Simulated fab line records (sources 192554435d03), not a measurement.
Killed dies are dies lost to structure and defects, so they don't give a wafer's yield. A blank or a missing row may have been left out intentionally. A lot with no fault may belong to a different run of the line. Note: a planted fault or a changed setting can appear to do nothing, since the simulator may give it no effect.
fab line records :: flow n5-finfet
record
  lots=14
  wafers=38
  last-day=21
route steps=1938 shown BEOL_M2@919 BEOL_M3@934
lots with no fault: from the same line, run without faults
start-h: the number of hours between the record's first day and the start of the first shown wafer of the lot :: wait-h: hours elapsed since this lot's preceding step :: " identical to the entry in the row above :: L1.1+2: a row that stands for several wafers :: - no value present, or no start provided :: * or withheld: withheld :: < > ~ a bound
route shown NAME@n: a module of which the file shows steps, and the number in the route of the first :: usual: mean/standard deviation of fault-free wafers :: same: alike in all rows :: chamber/n: place in a boat :: sites: readings site by site :: _std_site: the standard deviation of these :: _edge_site: inner sites' mean taken away from outer sites' mean :: radius-mm: for every site, how far away it sits from the centre of the wafer :: mask NAME#n: copy n :: behind: the most recent tool/chamber to have shaped the wafer :: hold: cause of the lot's hold/its duration in hours/its outcome :: device: the n, p or np transistor that did not switch :: end of line: the route-end tests of the same wafers :: step lacking rows: just its recipe :: killed: dies lost to structure and defects at the first sort, not the wafer's yield :: map: dies across one wafer; x = killed, . = not, _ = none there
set.NAME: the run value of the setting; set.NAME@STEP: its run value at that earlier step :: model.NAME: the simulator's own value behind a step, which no gauge read
route steps across a sampled set of lots; one table per step, one row per wafer
services: from which hour (start-h, from the record's first day; less than 0 if before it) a tool's chamber was out of use, for how many hours, and why
## steps
# step N5_BEOL_M2_ANNEAL_95
# recipe
  temp-c=400
  time-s=240
  ambient=vacuum
# usual
  heater-power-w=815/120
# same
  time-s=240
lot.wafer: L914.2
tool: pvd-sputter-01
chamber: -
start-h: 219.34
wait-h: 0.0
heater-power-w: 694

lot.wafer: L914.3
tool: pvd-sputter-01
chamber: -
start-h: 219.34
wait-h: 0.0
heater-power-w: 986

lot.wafer: L914.4
tool: pvd-sputter-01
chamber: -
start-h: 219.34
wait-h: 0.0
heater-power-w: 736

lot.wafer: L916.1
tool: pvd-sputter-02
chamber: -
start-h: 223.46
wait-h: 0.0
heater-power-w: 687

lot.wafer: L916.2
tool: pvd-sputter-02
chamber: -
start-h: 223.46
wait-h: 0.0
heater-power-w: 791

lot.wafer: L916.6
tool: pvd-sputter-02
chamber: -
start-h: 223.46
wait-h: 0.0
heater-power-w: 1010

lot.wafer: L920.3
tool: pvd-sputter-02
chamber: -
start-h: 243.21
wait-h: 0.0
heater-power-w: 694

lot.wafer: L920.6
tool: pvd-sputter-02
chamber: -
start-h: 243.21
wait-h: 0.0
heater-power-w: 695

lot.wafer: L921.3
tool: pvd-sputter-03
chamber: -
start-h: 256.01
wait-h: 0.0
heater-power-w: 769

lot.wafer: L921.5
tool: pvd-sputter-03
chamber: -
start-h: 256.01
wait-h: 0.0
heater-power-w: 775

lot.wafer: L921.6
tool: pvd-sputter-03
chamber: -
start-h: 256.01
wait-h: 0.0
heater-power-w: 785

lot.wafer: L922.1
tool: pvd-sputter-01
chamber: -
start-h: 268.32
wait-h: 0.0
heater-power-w: 755

lot.wafer: L922.2
tool: pvd-sputter-01
chamber: -
start-h: 268.32
wait-h: 0.0
heater-power-w: 1025

lot.wafer: L922.6
tool: pvd-sputter-01
chamber: -
start-h: 268.32
wait-h: 0.0
heater-power-w: 788

lot.wafer: L924.1
tool: pvd-sputter-01
chamber: -
start-h: 275.19
wait-h: 0.0
heater-power-w: 778

lot.wafer: L924.2
tool: pvd-sputter-01
chamber: -
start-h: 275.19
wait-h: 0.0
heater-power-w: 754

lot.wafer: L924.5
tool: pvd-sputter-01
chamber: -
start-h: 275.19
wait-h: 0.0
heater-power-w: 702

lot.wafer: L925.2
tool: pvd-sputter-01
chamber: -
start-h: 285.68
wait-h: 0.0
heater-power-w: 1006

lot.wafer: L925.6
tool: pvd-sputter-01
chamber: -
start-h: 285.68
wait-h: 0.0
heater-power-w: 988

lot.wafer: L926.4
tool: pvd-sputter-03
chamber: -
start-h: 297.76
wait-h: 0.0
heater-power-w: 872

lot.wafer: L926.6
tool: pvd-sputter-03
chamber: -
start-h: 297.76
wait-h: 0.0
heater-power-w: 762

lot.wafer: L927.3
tool: pvd-sputter-03
chamber: -
start-h: 300.76
wait-h: 0.0
heater-power-w: 983

lot.wafer: L927.5
tool: pvd-sputter-03
chamber: -
start-h: 300.76
wait-h: 0.0
heater-power-w: 775

lot.wafer: L927.6
tool: pvd-sputter-03
chamber: -
start-h: 300.76
wait-h: 0.0
heater-power-w: 969

lot.wafer: L928.3
tool: pvd-sputter-02
chamber: -
start-h: 300.85
wait-h: 0.0
heater-power-w: 678

lot.wafer: L928.6
tool: pvd-sputter-02
chamber: -
start-h: 300.85
wait-h: 0.0
heater-power-w: 671

lot.wafer: L929.1
tool: pvd-sputter-01
chamber: -
start-h: 312.06
wait-h: 0.0
heater-power-w: 685

lot.wafer: L929.3
tool: pvd-sputter-01
chamber: -
start-h: 312.06
wait-h: 0.0
heater-power-w: 1017

lot.wafer: L929.4
tool: pvd-sputter-01
chamber: -
start-h: 312.06
wait-h: 0.0
heater-power-w: 777

lot.wafer: L930.1
tool: pvd-sputter-02
chamber: -
start-h: 318.39
wait-h: 0.0
heater-power-w: 757

lot.wafer: L930.3
tool: pvd-sputter-02
chamber: -
start-h: 318.39
wait-h: 0.0
heater-power-w: 663

lot.wafer: L930.6
tool: pvd-sputter-02
chamber: -
start-h: 318.39
wait-h: 0.0
heater-power-w: 690

lot.wafer: L931.1
tool: pvd-sputter-02
chamber: -
start-h: 329.74
wait-h: 0.0
heater-power-w: 681

lot.wafer: L931.5
tool: pvd-sputter-02
chamber: -
start-h: 329.74
wait-h: 0.0
heater-power-w: 1035

lot.wafer: L931.6
tool: pvd-sputter-02
chamber: -
start-h: 329.74
wait-h: 0.0
heater-power-w: 703

lot.wafer: L932.2
tool: pvd-sputter-01
chamber: -
start-h: 330.36
wait-h: 0.0
heater-power-w: 679

lot.wafer: L932.3
tool: pvd-sputter-01
chamber: -
start-h: 330.36
wait-h: 0.0
heater-power-w: 799

lot.wafer: L932.6
tool: pvd-sputter-01
chamber: -
start-h: 330.36
wait-h: 0.0
heater-power-w: 686
# step N5_BEOL_M2_ANNEAL_51
# recipe
  temp-c=225
  time-s=90
  ambient=N2
# usual
  anneal-temp-c=225.01/0.18
  anneal-temp-c-max=226.0/0.36
  wafer_temp_C_max=225.85/0.24
# same
  time-s=90
lot.wafer: L914.2
tool: rtp-anneal-01
chamber: 0
start-h: 219.72
wait-h: 0.1
anneal-temp-c: 224.86
anneal-temp-c-max: 226.2
wafer_temp_C_max: 225.87

lot.wafer: L914.3
tool: rtp-anneal-01
chamber: 0
start-h: 219.72
wait-h: 0.1
anneal-temp-c: 225.00
anneal-temp-c-max: 226.0
wafer_temp_C_max: 225.85

lot.wafer: L914.4
tool: rtp-anneal-01
chamber: 0
start-h: 219.72
wait-h: 0.1
anneal-temp-c: 224.93
anneal-temp-c-max: 226.4
wafer_temp_C_max: 225.82

lot.wafer: L916.1
tool: rtp-anneal-02
chamber: 0
start-h: 223.80
wait-h: 0.1
anneal-temp-c: 224.86
anneal-temp-c-max: 225.6
wafer_temp_C_max: 225.70

lot.wafer: L916.2
tool: rtp-anneal-02
chamber: 0
start-h: 223.80
wait-h: 0.1
anneal-temp-c: 225.06
anneal-temp-c-max: 225.8
wafer_temp_C_max: 225.38

lot.wafer: L916.6
tool: rtp-anneal-02
chamber: 0
start-h: 223.80
wait-h: 0.1
anneal-temp-c: 224.73
anneal-temp-c-max: 225.4
wafer_temp_C_max: 225.56

lot.wafer: L920.3
tool: rtp-anneal-02
chamber: 0
start-h: 243.63
wait-h: 0.1
anneal-temp-c: 224.67
anneal-temp-c-max: 225.4
wafer_temp_C_max: 225.82

lot.wafer: L920.6
tool: rtp-anneal-02
chamber: 0
start-h: 243.63
wait-h: 0.1
anneal-temp-c: 224.91
anneal-temp-c-max: 225.7
wafer_temp_C_max: 225.78

lot.wafer: L921.3
tool: rtp-anneal-01
chamber: 0
start-h: 256.44
wait-h: 0.1
anneal-temp-c: 225.01
anneal-temp-c-max: 226.3
wafer_temp_C_max: 225.72

lot.wafer: L921.5
tool: rtp-anneal-01
chamber: 0
start-h: 256.44
wait-h: 0.1
anneal-temp-c: 225.15
anneal-temp-c-max: 226.0
wafer_temp_C_max: 226.38

lot.wafer: L921.6
tool: rtp-anneal-01
chamber: 0
start-h: 256.44
wait-h: 0.1
anneal-temp-c: 225.00
anneal-temp-c-max: 226.3
wafer_temp_C_max: 226.17

lot.wafer: L922.1
tool: rtp-anneal-02
chamber: 0
start-h: 268.65
wait-h: 0.1
anneal-temp-c: 224.71
anneal-temp-c-max: 225.5
wafer_temp_C_max: 226.00

lot.wafer: L922.2
tool: rtp-anneal-02
chamber: 0
start-h: 268.65
wait-h: 0.1
anneal-temp-c: 224.86
anneal-temp-c-max: 225.4
wafer_temp_C_max: 226.13

lot.wafer: L922.6
tool: rtp-anneal-02
chamber: 0
start-h: 268.65
wait-h: 0.1
anneal-temp-c: 224.57
anneal-temp-c-max: 225.3
wafer_temp_C_max: 226.25

lot.wafer: L924.1
tool: rtp-anneal-02
chamber: 0
start-h: 275.53
wait-h: 0.1
anneal-temp-c: 225.14
anneal-temp-c-max: 225.9
wafer_temp_C_max: 226.45

lot.wafer: L924.2
tool: rtp-anneal-02
chamber: 0
start-h: 275.53
wait-h: 0.1
anneal-temp-c: 225.24
anneal-temp-c-max: 226.1
wafer_temp_C_max: 225.87

lot.wafer: L924.5
tool: rtp-anneal-02
chamber: 0
start-h: 275.53
wait-h: 0.1
anneal-temp-c: 225.07
anneal-temp-c-max: 225.8
wafer_temp_C_max: 225.97

lot.wafer: L925.2
tool: rtp-anneal-02
chamber: 0
start-h: 286.06
wait-h: 0.1
anneal-temp-c: 224.91
anneal-temp-c-max: 225.6
wafer_temp_C_max: 226.29

lot.wafer: L925.6
tool: rtp-anneal-02
chamber: 0
start-h: 286.06
wait-h: 0.1
anneal-temp-c: 225.04
anneal-temp-c-max: 225.8
wafer_temp_C_max: 225.50

lot.wafer: L926.4
tool: rtp-anneal-01
chamber: 0
start-h: 298.40
wait-h: 0.3
anneal-temp-c: 225.01
anneal-temp-c-max: 226.1
wafer_temp_C_max: 225.77

lot.wafer: L926.6
tool: rtp-anneal-01
chamber: 0
start-h: 298.40
wait-h: 0.3
anneal-temp-c: 224.74
anneal-temp-c-max: 226.0
wafer_temp_C_max: 226.00

lot.wafer: L927.3
tool: rtp-anneal-02
chamber: 0
start-h: 301.19
wait-h: 0.1
anneal-temp-c: 225.01
anneal-temp-c-max: 225.8
wafer_temp_C_max: 225.99

lot.wafer: L927.5
tool: rtp-anneal-02
chamber: 0
start-h: 301.19
wait-h: 0.1
anneal-temp-c: 224.70
anneal-temp-c-max: 225.3
wafer_temp_C_max: 225.71

lot.wafer: L927.6
tool: rtp-anneal-02
chamber: 0
start-h: 301.19
wait-h: 0.1
anneal-temp-c: 224.97
anneal-temp-c-max: 225.8
wafer_temp_C_max: 226.11

lot.wafer: L928.3
tool: rtp-anneal-01
chamber: 0
start-h: 301.28
wait-h: 0.1
anneal-temp-c: 224.78
anneal-temp-c-max: 226.0
wafer_temp_C_max: 226.12

lot.wafer: L928.6
tool: rtp-anneal-01
chamber: 0
start-h: 301.28
wait-h: 0.1
anneal-temp-c: 224.78
anneal-temp-c-max: 226.0
wafer_temp_C_max: 226.03

lot.wafer: L929.1
tool: rtp-anneal-02
chamber: 0
start-h: 312.40
wait-h: 0.1
anneal-temp-c: 225.06
anneal-temp-c-max: 225.8
wafer_temp_C_max: 225.72

lot.wafer: L929.3
tool: rtp-anneal-02
chamber: 0
start-h: 312.40
wait-h: 0.1
anneal-temp-c: 225.05
anneal-temp-c-max: 225.9
wafer_temp_C_max: 225.87

lot.wafer: L929.4
tool: rtp-anneal-02
chamber: 0
start-h: 312.40
wait-h: 0.1
anneal-temp-c: 225.09
anneal-temp-c-max: 225.9
wafer_temp_C_max: 225.43

lot.wafer: L930.1
tool: rtp-anneal-01
chamber: 0
start-h: 318.72
wait-h: 0.1
anneal-temp-c: 225.34
anneal-temp-c-max: 226.5
wafer_temp_C_max: 225.63

lot.wafer: L930.3
tool: rtp-anneal-01
chamber: 0
start-h: 318.72
wait-h: 0.1
anneal-temp-c: 224.99
anneal-temp-c-max: 226.3
wafer_temp_C_max: 225.71

lot.wafer: L930.6
tool: rtp-anneal-01
chamber: 0
start-h: 318.72
wait-h: 0.1
anneal-temp-c: 224.97
anneal-temp-c-max: 226.6
wafer_temp_C_max: 225.90

lot.wafer: L931.1
tool: rtp-anneal-01
chamber: 0
start-h: 330.07
wait-h: 0.1
anneal-temp-c: 224.98
anneal-temp-c-max: 226.4
wafer_temp_C_max: 225.59

lot.wafer: L931.5
tool: rtp-anneal-01
chamber: 0
start-h: 330.07
wait-h: 0.1
anneal-temp-c: 224.88
anneal-temp-c-max: 226.2
wafer_temp_C_max: 225.95

lot.wafer: L931.6
tool: rtp-anneal-01
chamber: 0
start-h: 330.07
wait-h: 0.1
anneal-temp-c: 225.25
anneal-temp-c-max: 226.6
wafer_temp_C_max: 226.37

lot.wafer: L932.2
tool: rtp-anneal-02
chamber: 0
start-h: 330.74
wait-h: 0.1
anneal-temp-c: 224.98
anneal-temp-c-max: 225.8
wafer_temp_C_max: 225.63

lot.wafer: L932.3
tool: rtp-anneal-02
chamber: 0
start-h: 330.74
wait-h: 0.1
anneal-temp-c: 225.09
anneal-temp-c-max: 225.7
wafer_temp_C_max: 225.66

lot.wafer: L932.6
tool: rtp-anneal-02
chamber: 0
start-h: 330.74
wait-h: 0.1
anneal-temp-c: 224.96
anneal-temp-c-max: 225.6
wafer_temp_C_max: 225.68
# step N5_BEOL_M3_HM_DEP_02
# recipe
  material=TiN
  target-thk-a=200
  temp-c=25
  chamber-pressure-pa=0.49996
# usual
  substrate-temp-c=24.99/0.095
  throttle-valve-pct=30.1/1.1
lot.wafer: L914.2
tool: pvd-sputter-02
chamber: -
start-h: 221.58
wait-h: 0.8
substrate-temp-c: 25.04
throttle-valve-pct: 29.0

lot.wafer: L914.3
tool: pvd-sputter-02
chamber: -
start-h: 221.58
wait-h: 0.8
substrate-temp-c: 24.99
throttle-valve-pct: 30.5

lot.wafer: L914.4
tool: pvd-sputter-02
chamber: -
start-h: 221.58
wait-h: 0.8
substrate-temp-c: 24.99
throttle-valve-pct: 30.4

lot.wafer: L916.1
tool: pvd-sputter-03
chamber: -
start-h: 226.48
wait-h: 1.6
substrate-temp-c: 24.92
throttle-valve-pct: 29.1

lot.wafer: L916.2
tool: pvd-sputter-03
chamber: -
start-h: 226.48
wait-h: 1.6
substrate-temp-c: 25.08
throttle-valve-pct: 29.9

lot.wafer: L916.6
tool: pvd-sputter-03
chamber: -
start-h: 226.48
wait-h: 1.6
substrate-temp-c: 25.14
throttle-valve-pct: 28.4

lot.wafer: L920.3
tool: pvd-sputter-02
chamber: -
start-h: 245.61
wait-h: 1.0
substrate-temp-c: 24.88
throttle-valve-pct: 29.2

lot.wafer: L920.6
tool: pvd-sputter-02
chamber: -
start-h: 245.61
wait-h: 1.0
substrate-temp-c: 24.85
throttle-valve-pct: 30.7

lot.wafer: L921.3
tool: pvd-sputter-01
chamber: -
start-h: 258.06
wait-h: 0.7
substrate-temp-c: 25.05
throttle-valve-pct: 31.6

lot.wafer: L921.5
tool: pvd-sputter-01
chamber: -
start-h: 258.06
wait-h: 0.7
substrate-temp-c: 24.91
throttle-valve-pct: 31.8

lot.wafer: L921.6
tool: pvd-sputter-01
chamber: -
start-h: 258.06
wait-h: 0.7
substrate-temp-c: 24.86
throttle-valve-pct: 30.1

lot.wafer: L922.1
tool: pvd-sputter-02
chamber: -
start-h: 270.05
wait-h: 0.4
substrate-temp-c: 25.12
throttle-valve-pct: 30.2

lot.wafer: L922.2
tool: pvd-sputter-02
chamber: -
start-h: 270.05
wait-h: 0.4
substrate-temp-c: 24.95
throttle-valve-pct: 30.5

lot.wafer: L922.6
tool: pvd-sputter-02
chamber: -
start-h: 270.05
wait-h: 0.4
substrate-temp-c: 24.88
throttle-valve-pct: 28.9

lot.wafer: L924.1
tool: pvd-sputter-02
chamber: -
start-h: 277.31
wait-h: 0.7
substrate-temp-c: 25.06
throttle-valve-pct: 30.6

lot.wafer: L924.2
tool: pvd-sputter-02
chamber: -
start-h: 277.31
wait-h: 0.7
substrate-temp-c: 24.94
throttle-valve-pct: 30.5

lot.wafer: L924.5
tool: pvd-sputter-02
chamber: -
start-h: 277.31
wait-h: 0.7
substrate-temp-c: 25.11
throttle-valve-pct: 28.7

lot.wafer: L925.2
tool: pvd-sputter-03
chamber: -
start-h: 291.66
wait-h: 4.6
substrate-temp-c: 24.96
throttle-valve-pct: 29.9

lot.wafer: L925.6
tool: pvd-sputter-03
chamber: -
start-h: 291.66
wait-h: 4.6
substrate-temp-c: 24.95
throttle-valve-pct: 31.9

lot.wafer: L926.4
tool: pvd-sputter-01
chamber: -
start-h: 301.05
wait-h: 1.7
substrate-temp-c: 24.99
throttle-valve-pct: 29.9

lot.wafer: L926.6
tool: pvd-sputter-01
chamber: -
start-h: 301.05
wait-h: 1.7
substrate-temp-c: 24.94
throttle-valve-pct: 32.0

lot.wafer: L927.3
tool: pvd-sputter-03
chamber: -
start-h: 302.24
wait-h: 0.1
substrate-temp-c: 24.97
throttle-valve-pct: 28.4

lot.wafer: L927.5
tool: pvd-sputter-03
chamber: -
start-h: 302.24
wait-h: 0.1
substrate-temp-c: 24.95
throttle-valve-pct: 29.0

lot.wafer: L927.6
tool: pvd-sputter-03
chamber: -
start-h: 302.24
wait-h: 0.1
substrate-temp-c: 24.90
throttle-valve-pct: 29.9

lot.wafer: L928.3
tool: pvd-sputter-02
chamber: -
start-h: 304.05
wait-h: 1.8
substrate-temp-c: 24.99
throttle-valve-pct: 30.6

lot.wafer: L928.6
tool: pvd-sputter-02
chamber: -
start-h: 304.05
wait-h: 1.8
substrate-temp-c: 25.11
throttle-valve-pct: 29.1

lot.wafer: L929.1
tool: pvd-sputter-03
chamber: -
start-h: 315.92
wait-h: 1.6
substrate-temp-c: 25.21
throttle-valve-pct: 28.6

lot.wafer: L929.3
tool: pvd-sputter-03
chamber: -
start-h: 315.92
wait-h: 1.6
substrate-temp-c: 25.21
throttle-valve-pct: 30.0

lot.wafer: L929.4
tool: pvd-sputter-03
chamber: -
start-h: 315.92
wait-h: 1.6
substrate-temp-c: 24.99
throttle-valve-pct: 31.7

lot.wafer: L930.1
tool: pvd-sputter-02
chamber: -
start-h: 321.75
wait-h: 2.0
substrate-temp-c: 24.96
throttle-valve-pct: 28.9

lot.wafer: L930.3
tool: pvd-sputter-02
chamber: -
start-h: 321.75
wait-h: 2.0
substrate-temp-c: 25.00
throttle-valve-pct: 30.7

lot.wafer: L930.6
tool: pvd-sputter-02
chamber: -
start-h: 321.75
wait-h: 2.0
substrate-temp-c: 24.97
throttle-valve-pct: 28.6

lot.wafer: L931.1
tool: pvd-sputter-02
chamber: -
start-h: 332.29
wait-h: 1.2
substrate-temp-c: 24.99
throttle-valve-pct: 30.4

lot.wafer: L931.5
tool: pvd-sputter-02
chamber: -
start-h: 332.29
wait-h: 1.2
substrate-temp-c: 25.10
throttle-valve-pct: 29.1

lot.wafer: L931.6
tool: pvd-sputter-02
chamber: -
start-h: 332.29
wait-h: 1.2
substrate-temp-c: 25.00
throttle-valve-pct: 30.4

lot.wafer: L932.2
tool: pvd-sputter-02
chamber: -
start-h: 332.91
wait-h: 1.2
substrate-temp-c: 24.86
throttle-valve-pct: 30.3

lot.wafer: L932.3
tool: pvd-sputter-02
chamber: -
start-h: 332.91
wait-h: 1.2
substrate-temp-c: 24.87
throttle-valve-pct: 30.8

lot.wafer: L932.6
tool: pvd-sputter-02
chamber: -
start-h: 332.91
wait-h: 1.2
substrate-temp-c: 24.88
throttle-valve-pct: 30.5
# step N5_BEOL_M3_EXPOSE_08
# recipe
  mask-id=M3
  na=0.33
  source-shape=dipole
  sigma-inner=0.369
  sigma-outer=0.767
  polarization=unpolarized
  dose-mj=33
# usual
  dipole-opening-deg=79.7/0
  exposure-dose-mJ-cm2=32.99/0.034
lot.wafer: L914.2
tool: euv-scanner-01
chamber: -
start-h: 221.98
wait-h: -
mask: M3#0
dipole-opening-deg: -
exposure-dose-mJ-cm2: -

lot.wafer: L914.3
tool: euv-scanner-01
chamber: -
start-h: 221.98
wait-h: -
mask: M3#0
dipole-opening-deg: -
exposure-dose-mJ-cm2: -

lot.wafer: L914.4
tool: euv-scanner-01
chamber: -
start-h: 221.98
wait-h: -
mask: M3#0
dipole-opening-deg: -
exposure-dose-mJ-cm2: -

lot.wafer: L916.1
tool: euv-scanner-02
chamber: -
start-h: 226.87
wait-h: -
mask: M3#0
dipole-opening-deg: -
exposure-dose-mJ-cm2: -

lot.wafer: L916.2
tool: euv-scanner-02
chamber: -
start-h: 226.87
wait-h: -
mask: M3#0
dipole-opening-deg: -
exposure-dose-mJ-cm2: -

lot.wafer: L916.6
tool: euv-scanner-02
chamber: -
start-h: 226.87
wait-h: -
mask: M3#0
dipole-opening-deg: -
exposure-dose-mJ-cm2: -

lot.wafer: L920.3
tool: euv-scanner-01
chamber: 0
start-h: 245.88
wait-h: -
mask: M3#0
dipole-opening-deg: 79.7
exposure-dose-mJ-cm2: 32.95

lot.wafer: L920.6
tool: euv-scanner-01
chamber: 0
start-h: 245.88
wait-h: -
mask: M3#0
dipole-opening-deg: 79.7
exposure-dose-mJ-cm2: 33.01

lot.wafer: L921.3
tool: euv-scanner-02
chamber: 0
start-h: 258.46
wait-h: -
mask: M3#0
dipole-opening-deg: 79.7
exposure-dose-mJ-cm2: 32.95

lot.wafer: L921.5
tool: euv-scanner-02
chamber: 0
start-h: 258.46
wait-h: -
mask: M3#0
dipole-opening-deg: 79.7
exposure-dose-mJ-cm2: 33.01

lot.wafer: L921.6
tool: euv-scanner-02
chamber: 0
start-h: 258.46
wait-h: -
mask: M3#0
dipole-opening-deg: 79.7
exposure-dose-mJ-cm2: 32.94

lot.wafer: L922.1
tool: euv-scanner-01
chamber: 0
start-h: 270.52
wait-h: -
mask: M3#0
dipole-opening-deg: 79.7
exposure-dose-mJ-cm2: 32.98

lot.wafer: L922.2
tool: euv-scanner-01
chamber: 0
start-h: 270.52
wait-h: -
mask: M3#0
dipole-opening-deg: 79.7
exposure-dose-mJ-cm2: 33.03

lot.wafer: L922.6
tool: euv-scanner-01
chamber: 0
start-h: 270.52
wait-h: -
mask: M3#0
dipole-opening-deg: 79.7
exposure-dose-mJ-cm2: 33.05

lot.wafer: L924.1
tool: euv-scanner-02
chamber: 0
start-h: 277.70
wait-h: -
mask: M3#0
dipole-opening-deg: 79.7
exposure-dose-mJ-cm2: 33.06

lot.wafer: L924.2
tool: euv-scanner-02
chamber: 0
start-h: 277.70
wait-h: -
mask: M3#0
dipole-opening-deg: 79.7
exposure-dose-mJ-cm2: 33.06

lot.wafer: L924.5
tool: euv-scanner-02
chamber: 0
start-h: 277.70
wait-h: -
mask: M3#0
dipole-opening-deg: 79.7
exposure-dose-mJ-cm2: 33.03

lot.wafer: L925.2
tool: euv-scanner-02
chamber: 0
start-h: 291.93
wait-h: -
mask: M3#0
dipole-opening-deg: 79.7
exposure-dose-mJ-cm2: 33.04

lot.wafer: L925.6
tool: euv-scanner-02
chamber: 0
start-h: 291.93
wait-h: -
mask: M3#0
dipole-opening-deg: 79.7
exposure-dose-mJ-cm2: 32.99

lot.wafer: L926.4
tool: euv-scanner-02
chamber: 0
start-h: 301.33
wait-h: -
mask: M3#0
dipole-opening-deg: 79.7
exposure-dose-mJ-cm2: 32.93

lot.wafer: L926.6
tool: euv-scanner-02
chamber: 0
start-h: 301.33
wait-h: -
mask: M3#0
dipole-opening-deg: 79.7
exposure-dose-mJ-cm2: 33.02

lot.wafer: L927.3
tool: euv-scanner-02
chamber: 0
start-h: 302.52
wait-h: -
mask: M3#0
dipole-opening-deg: 79.7
exposure-dose-mJ-cm2: 33.00

lot.wafer: L927.5
tool: euv-scanner-02
chamber: 0
start-h: 302.52
wait-h: -
mask: M3#0
dipole-opening-deg: 79.7
exposure-dose-mJ-cm2: 33.00

lot.wafer: L927.6
tool: euv-scanner-02
chamber: 0
start-h: 302.52
wait-h: -
mask: M3#0
dipole-opening-deg: 79.7
exposure-dose-mJ-cm2: 33.04

lot.wafer: L928.3
tool: euv-scanner-01
chamber: 0
start-h: 304.45
wait-h: -
mask: M3#0
dipole-opening-deg: 79.7
exposure-dose-mJ-cm2: 33.02

lot.wafer: L928.6
tool: euv-scanner-01
chamber: 0
start-h: 304.45
wait-h: -
mask: M3#0
dipole-opening-deg: 79.7
exposure-dose-mJ-cm2: 32.98

lot.wafer: L929.1
tool: euv-scanner-02
chamber: 0
start-h: 316.30
wait-h: -
mask: M3#0
dipole-opening-deg: 79.7
exposure-dose-mJ-cm2: 33.03

lot.wafer: L929.3
tool: euv-scanner-02
chamber: 0
start-h: 316.30
wait-h: -
mask: M3#0
dipole-opening-deg: 79.7
exposure-dose-mJ-cm2: 33.01

lot.wafer: L929.4
tool: euv-scanner-02
chamber: 0
start-h: 316.30
wait-h: -
mask: M3#0
dipole-opening-deg: 79.7
exposure-dose-mJ-cm2: 33.02

lot.wafer: L930.1
tool: euv-scanner-02
chamber: 0
start-h: 322.01
wait-h: -
mask: M3#0
dipole-opening-deg: 79.7
exposure-dose-mJ-cm2: 32.99

lot.wafer: L930.3
tool: euv-scanner-02
chamber: 0
start-h: 322.01
wait-h: -
mask: M3#0
dipole-opening-deg: 79.7
exposure-dose-mJ-cm2: 32.94

lot.wafer: L930.6
tool: euv-scanner-02
chamber: 0
start-h: 322.01
wait-h: -
mask: M3#0
dipole-opening-deg: 79.7
exposure-dose-mJ-cm2: 33.00

lot.wafer: L931.1
tool: euv-scanner-01
chamber: 0
start-h: 332.68
wait-h: -
mask: M3#0
dipole-opening-deg: 79.7
exposure-dose-mJ-cm2: 32.93

lot.wafer: L931.5
tool: euv-scanner-01
chamber: 0
start-h: 332.68
wait-h: -
mask: M3#0
dipole-opening-deg: 79.7
exposure-dose-mJ-cm2: 32.98

lot.wafer: L931.6
tool: euv-scanner-01
chamber: 0
start-h: 332.68
wait-h: -
mask: M3#0
dipole-opening-deg: 79.7
exposure-dose-mJ-cm2: 32.92

lot.wafer: L932.2
tool: euv-scanner-01
chamber: 0
start-h: 333.18
wait-h: -
mask: M3#0
dipole-opening-deg: 79.7
exposure-dose-mJ-cm2: 32.96

lot.wafer: L932.3
tool: euv-scanner-01
chamber: 0
start-h: 333.18
wait-h: -
mask: M3#0
dipole-opening-deg: 79.7
exposure-dose-mJ-cm2: 32.97

lot.wafer: L932.6
tool: euv-scanner-01
chamber: 0
start-h: 333.18
wait-h: -
mask: M3#0
dipole-opening-deg: 79.7
exposure-dose-mJ-cm2: 33.00
## services
tool: euv-scanner-02
chamber: -
start-h: 213.01
hours: 0.6
kind: repair

tool: euv-scanner-02
chamber: -
start-h: 213.62
hours: 1.0
kind: pm

tool: euv-scanner-01
chamber: -
start-h: 218.80
hours: 1.0
kind: pm

tool: euv-scanner-01
chamber: -
start-h: 246.13
hours: 5.8
kind: pm

tool: pvd-sputter-02
chamber: -
start-h: 256.23
hours: 2.3
kind: repair

tool: euv-scanner-02
chamber: -
start-h: 269.63
hours: 1.0
kind: pm

tool: euv-scanner-01
chamber: -
start-h: 274.95
hours: 1.0
kind: pm

tool: euv-scanner-02
chamber: -
start-h: 281.08
hours: 4.6
kind: pm

tool: euv-scanner-01
chamber: 0
start-h: 298.17
hours: -
kind: calibration

tool: euv-scanner-01
chamber: -
start-h: 310.74
hours: 4.6
kind: pm

tool: euv-scanner-02
chamber: -
start-h: 325.78
hours: 1.0
kind: pm

tool: euv-scanner-01
chamber: -
start-h: 331.10
hours: 1.0
kind: pm
## key
first-sign
  step=N5_BEOL_M3_EXPOSE_08
  reading=tool-record
  direction=missing
effect none on later readings
met-at N5_BEOL_M3_EXPOSE_08
struck-lots L914,L916
later-rows-left-out L914.2,L914.3,L914.4,L916.1,L916.2,L916.6
sort-left-out L914.2,L914.3,L914.4,L916.1,L916.2,L916.6
not-acting-at N5_BEOL_M2_ANNEAL_95,N5_BEOL_M2_ANNEAL_51,N5_BEOL_M3_HM_DEP_02
fault
  kind=skipped-step-whole
  tool=euv-scanner-01,euv-scanner-02
  chamber=-
  onset-h=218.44
  steps=N5_BEOL_M3_EXPOSE_08
  scope=struck-lots-only
# sort-left-out: the simulated sort isn't trusted on such a fault, so these wafers' sort isn't shown, and their yield isn't known
# later-rows-left-out: the simulator's readings of these wafers behind a module that went badly wrong aren't trusted and aren't shown, but for the sort
